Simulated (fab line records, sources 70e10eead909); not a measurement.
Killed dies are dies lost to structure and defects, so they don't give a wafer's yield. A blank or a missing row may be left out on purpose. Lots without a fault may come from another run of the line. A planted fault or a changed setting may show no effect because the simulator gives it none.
Chamber matching | flow nand_harc | NHARC_P_M1_STRIP_18 on rie_diel-10: 4 sister chambers
The step strips in N2/H2. 22 wafers are shown with their chamber, then 11 later ones without.

WAFERS WITH THEIR CHAMBER
wafer  | chamber | drypump_motor_current_A (A) | oes_product_au (a.u.) | throttle_valve_pct (%)
L074.3 | 3       | 6.3                         | 0.993                 | 14.172
L074.5 | 1       | 5.6                         | 0.997                 | 14.182
L074.6 | 0       | 6.0                         | 0.996                 | 14.174
L076.1 | 2       | 5.0                         | 0.994                 | 14.169
L076.3 | 3       | 6.3                         | 1.006                 | 14.173
L076.6 | 3       | 6.3                         | 0.999                 | 14.171
L077.1 | 0       | 6.1                         | 1.008                 | 14.174
L077.5 | 3       | 6.4                         | 1.001                 | 14.167
L077.6 | 0       | 6.1                         | 1.008                 | 14.189
L078.2 | 0       | 6.0                         | 1.011                 | 14.167
L078.4 | 2       | 5.0                         | 1.000                 | 14.163
L078.5 | 3       | 6.4                         | 0.998                 | 14.171
L079.2 | 0       | 6.1                         | 1.001                 | 14.168
L079.3 | 3       | 6.3                         | 0.996                 | 14.180
L079.5 | 2       | 5.0                         | 0.997                 | 14.170
L080.4 | 2       | 4.9                         | 1.003                 | 14.170
L080.5 | 3       | 6.3                         | 0.987                 | 14.164
L080.6 | 1       | 5.7                         | 1.001                 | 14.176
L082.4 | 2       | 5.0                         | 0.998                 | 14.175
L082.5 | 3       | 6.3                         | 0.988                 | 14.175
L082.6 | 1       | 5.7                         | 1.003                 | 14.170
L085.1 | 1       | 5.6                         | 1.001                 | 14.188

SIGNATURES (means of the wafers above)
reading                 | chamber 0 | chamber 1 | chamber 2 | chamber 3 | scatter within a chamber
drypump_motor_current_A | 6.060     | 5.650     | 4.980     | 6.325     | 0.05
oes_product_au          | 1.00480   | 1.00050   | 0.99840   | 0.99600   | 0.00531
throttle_valve_pct      | 14.17440  | 14.17900  | 14.16940  | 14.17163  | 0.00635
Rule: a wafer's distance from a chamber is the root of the sum, over the readings, of the square of ((its reading less the chamber's mean) divided by the reading's scatter). The wafer belongs to the nearest chamber; if the next one is less than 2 further off, it can't be placed. The scatter: the root of (the sum of the squares of (reading less its chamber's mean) over the shown wafers, divided by (wafers less chambers)).

WAFERS WITHOUT THEIR CHAMBER
wafer  | drypump_motor_current_A (A) | oes_product_au (a.u.) | throttle_valve_pct (%)
L085.4 | 6.1                         | 1.001                 | 14.162
L085.6 | 6.1                         | 0.992                 | 14.164
L090.3 | 4.9                         | 1.018                 | 14.161
L090.5 | 6.3                         | 0.992                 | 14.176
L090.6 | 6.1                         | 1.004                 | 14.172
L091.1 | 6.1                         | 1.010                 | 14.185
L091.4 | 5.6                         | 0.979                 | 14.180
L091.6 | 4.9                         | 1.004                 | 14.180
L092.2 | 5.6                         | 0.976                 | 14.170
L092.3 | 6.3                         | 0.997                 | 14.199
L092.5 | 6.0                         | 1.000                 | 14.177

WHICH CHAMBER EACH WENT THROUGH
wafer  | from the rows above     | in truth
L085.4 | 0                       | 0
L085.6 | can't be placed: 0 or 3 | 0
L090.3 | 2                       | 2
L090.5 | 3                       | 3
L090.6 | 0                       | 0
L091.1 | 0                       | 0
L091.4 | 1                       | 1
L091.6 | 2                       | 2
L092.2 | 1                       | 1
L092.3 | can't be placed: 3 or 0 | 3
L092.5 | 0                       | 0
Placed correctly: 9 of 11. Can't be placed from these rows: 2 (the true chamber is among the candidates in 2). Placed wrongly: 0.
